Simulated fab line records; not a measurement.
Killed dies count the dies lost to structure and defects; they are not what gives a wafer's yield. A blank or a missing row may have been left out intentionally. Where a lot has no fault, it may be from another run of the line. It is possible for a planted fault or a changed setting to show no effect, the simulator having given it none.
Chamber matching || flow n5_finfet || 4 sister chambers for N5_ILD0_ALD_15 on ald_sin-01
The step deposits SiNx, target thk 24 nm, pulse time 1 s, ald cycles 480. 16 wafers are shown with their chamber, then 8 later ones without.

## WAFERS PAIRED WITH THEIR CHAMBERS
{"wafer": "L075.3", "chamber": 1, "heater_power_w (W)": 999, "precursor_pulse_height_rel": 0.987}
{"wafer": "L075.4", "chamber": 3, "heater_power_w (W)": 758, "precursor_pulse_height_rel": 1.015}
{"wafer": "L075.5", "chamber": 3, "heater_power_w (W)": 752, "precursor_pulse_height_rel": 0.984}
{"wafer": "L083.1", "chamber": 3, "heater_power_w (W)": 706, "precursor_pulse_height_rel": 0.993}
{"wafer": "L083.2", "chamber": 2, "heater_power_w (W)": 851, "precursor_pulse_height_rel": 1.015}
{"wafer": "L083.4", "chamber": 1, "heater_power_w (W)": 946, "precursor_pulse_height_rel": 1.016}
{"wafer": "L086.1", "chamber": 3, "heater_power_w (W)": 712, "precursor_pulse_height_rel": 0.977}
{"wafer": "L086.2", "chamber": 2, "heater_power_w (W)": 840, "precursor_pulse_height_rel": 0.993}
{"wafer": "L086.4", "chamber": 1, "heater_power_w (W)": 887, "precursor_pulse_height_rel": 1.013}
{"wafer": "L089.2", "chamber": 2, "heater_power_w (W)": 831, "precursor_pulse_height_rel": 1.013}
{"wafer": "L089.3", "chamber": 3, "heater_power_w (W)": 721, "precursor_pulse_height_rel": 1.007}
{"wafer": "L089.6", "chamber": 2, "heater_power_w (W)": 853, "precursor_pulse_height_rel": 0.971}
{"wafer": "L091.4", "chamber": 1, "heater_power_w (W)": 922, "precursor_pulse_height_rel": 0.981}
{"wafer": "L091.5", "chamber": 1, "heater_power_w (W)": 914, "precursor_pulse_height_rel": 0.996}
{"wafer": "L091.6", "chamber": 0, "heater_power_w (W)": 676, "precursor_pulse_height_rel": 1.008}
{"wafer": "L094.2", "chamber": 1, "heater_power_w (W)": 909, "precursor_pulse_height_rel": 1.017}

SIGNATURES, as means of the wafers listed above
{"reading": "heater_power_w", "chamber 0": 676.00, "chamber 1": 929.50, "chamber 2": 843.75, "chamber 3": 729.80, "scatter within a chamber": 29.1}
{"reading": "precursor_pulse_height_rel", "chamber 0": 1.00800, "chamber 1": 1.00167, "chamber 2": 0.99800, "chamber 3": 0.99520, "scatter within a chamber": 0.0171}
Rule: distance of a wafer from a chamber = root of the sum over the readings of ((wafer's reading minus chamber's mean) / reading's scatter) squared. The wafer belongs to the nearest chamber; if the next one is less than 2 further off, it can't be placed. The scatter: take each reading less its chamber's mean, square it, sum over the shown wafers, divide by the number of wafers less the number of chambers, and take the root.

## WAFERS WITHOUT THEIR CHAMBER
{"wafer": "L094.3", "heater_power_w (W)": 721, "precursor_pulse_height_rel": 0.998}
{"wafer": "L094.4", "heater_power_w (W)": 852, "precursor_pulse_height_rel": 0.988}
{"wafer": "L095.1", "heater_power_w (W)": 708, "precursor_pulse_height_rel": 1.026}
{"wafer": "L095.3", "heater_power_w (W)": 845, "precursor_pulse_height_rel": 1.006}
{"wafer": "L095.4", "heater_power_w (W)": 686, "precursor_pulse_height_rel": 0.982}
{"wafer": "L096.2", "heater_power_w (W)": 863, "precursor_pulse_height_rel": 1.007}
{"wafer": "L096.3", "heater_power_w (W)": 940, "precursor_pulse_height_rel": 1.002}
{"wafer": "L096.6", "heater_power_w (W)": 853, "precursor_pulse_height_rel": 1.004}

## EACH ONE'S CHAMBER
{"wafer": "L094.3", "from the rows above": "can't be placed: 3 or 0", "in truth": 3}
{"wafer": "L094.4", "from the rows above": 2, "in truth": 2}
{"wafer": "L095.1", "from the rows above": "can't be placed: 0 or 3", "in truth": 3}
{"wafer": "L095.3", "from the rows above": 2, "in truth": 2}
{"wafer": "L095.4", "from the rows above": "can't be placed: 0 or 3", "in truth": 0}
{"wafer": "L096.2", "from the rows above": "can't be placed: 2 or 1", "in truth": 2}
{"wafer": "L096.3", "from the rows above": 1, "in truth": 1}
{"wafer": "L096.6", "from the rows above": 2, "in truth": 2}
Correct placement for 4 of the 8. Can't be placed from these rows: 4 (the true chamber is among the candidates in 4). Wrongly placed: 0.
